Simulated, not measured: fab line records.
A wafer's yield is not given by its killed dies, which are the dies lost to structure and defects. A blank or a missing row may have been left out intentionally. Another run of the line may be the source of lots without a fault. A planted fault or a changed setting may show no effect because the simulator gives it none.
Problem report, 8D (eight disciplines) form, completed by code ; flow n5 finfet ; the parts of the form that need people (team, actions taken, sign-off) are left out

== 1. WHAT WENT WRONG ==
rf fwd power W at N5_BEOL_M2_VIA_ETCH_34 reads a mean of 431.6 W on 6 wafers of 2 lots; wafers without a fault read 347.1 W with a standard deviation of 1.7. Measured from the usual mean, that is +50 standard deviations.
The step: etches the open film in C4F6/O2, target depth 69.4 nm, time 65.9 s.
The first sign was on wafer L526.4 at day 10 12:16, on rie diel-04. The record has a number at this step for 18 wafers belonging to 6 lots. By rule, "out" or "out of limits" means more than 4 standard deviations away from the usual mean. The other wafers with a number count as sound.

== 2. WHAT IT IS; WHAT IT IS NOT ==
question;is;is not
which readings at this step;rf fwd power W, rf vpp V;O2_flow_sccm, throttle valve pct
which lots;L526, L530;L513, L519, L528, L532
which wafers of those lots;all that have a number;-
read on which tools;rie diel-04;rie diel-03, rie diel-05
when;from day 10 12:16;"up to then (6 sound wafers); but 6 sound wafers of L528, L532 came after"

== 3. SUSPECTS, AND WHAT RULES EACH OUT ==
Counting: any tool at a process step up to the reading is kept as a suspect provided that every lot that is out went through it and no sound lot did after the first of them.
- rie diel-03 at N5_BEOL_M2_DESCUM_33 (chemistry O2, time 7 s): kept. It ran every lot that is out, first L526 (day 10 03:10), and no sound lot after that.
- rie diel-03 at N5_BEOL_M2_ETCH_77 (etches underlayer in N2/H2, target depth 6.5 nm, time 5.2 s): kept. It ran every lot that is out, first L526 (day 10 03:13), and no sound lot after that.
- rie diel-04 at N5_BEOL_M2_ETCHBACK_99 (etches SiO2 in CHF3, target depth 5 nm, time 10.4 s): kept. All lots that are out passed through it, beginning with L526 at day 10 12:08, and no sound lot followed; its final sound lot before that point was L513 at day 7 07:24.
- rie diel-04 at N5_BEOL_M2_ETCH_70 (etches SOC in N2/H2, target depth 80 nm, overetch 24 nm, time 130 s): kept. All lots that are out passed through it, beginning with L526 at day 10 12:10, and no sound lot followed; its final sound lot before that point was L513 at day 7 07:26.
- rie diel-04 at N5_BEOL_M2_VIA_ETCH_34 (etches the open film in C4F6/O2, target depth 69.4 nm, time 65.9 s): kept. All lots that are out passed through it, beginning with L526 at day 10 12:16, and no sound lot followed; its final sound lot before that point was L513 at day 7 07:32. Its own rf fwd power W, rf vpp V readings are out on those wafers.
Left after counting: rie diel-03 at N5_BEOL_M2_DESCUM_33, rie diel-03 at N5_BEOL_M2_ETCH_77, rie diel-04 at N5_BEOL_M2_ETCHBACK_99, rie diel-04 at N5_BEOL_M2_ETCH_70, rie diel-04 at N5_BEOL_M2_VIA_ETCH_34.

== 4. THE CAUSE (what the simulator had put in) ==
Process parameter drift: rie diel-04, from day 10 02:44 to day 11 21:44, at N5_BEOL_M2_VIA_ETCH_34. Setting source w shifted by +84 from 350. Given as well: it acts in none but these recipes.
Counting left 5 suspects, and this tool is among them.

== 5. THE CHAIN OF EFFECTS, in route order ==
Rows list readings where the struck wafers' mean (over those with a number) sits beyond 3 standard deviations from the usual. Only readings for which the record gives a usual standard deviation are gone through. hours: the time from each lot's start at the first step in this table that gives one to its start at this step, as a median over the lots. sigmas: the change in usual standard deviations.
hours;step;reading;usual;on struck wafers;change;sigmas
0;N5_BEOL_M2_VIA_ETCH_34;oes_f_703_au;0.81 a.u.;1.13;+0.32;+3.6
0;N5_BEOL_M2_VIA_ETCH_34;oes_o_777_au;0.80 a.u.;1.12;+0.32;+3.6
0;N5_BEOL_M2_VIA_ETCH_34;rf fwd power W;347.1 W;431.6;+84.5;+50
0;N5_BEOL_M2_VIA_ETCH_34;rf vpp V;668 V;598;-70;-8.5
Here are the process steps it includes:
- N5_BEOL_M2_VIA_ETCH_34: etches the open film in C4F6/O2, target depth 69.4 nm, time 65.9 s.
At these later measuring or inspecting steps, every struck wafer for which the step has a row has a number for every such reading, and none has moved that far: N5_BEOL_M4_RC_MEAS_101.

== 6. HOW IT WOULD HAVE BEEN CAUGHT EARLIER ==
10 hours passed between the start of the fault at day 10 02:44 and the first reading out of limits in this record, taken at day 10 12:16.
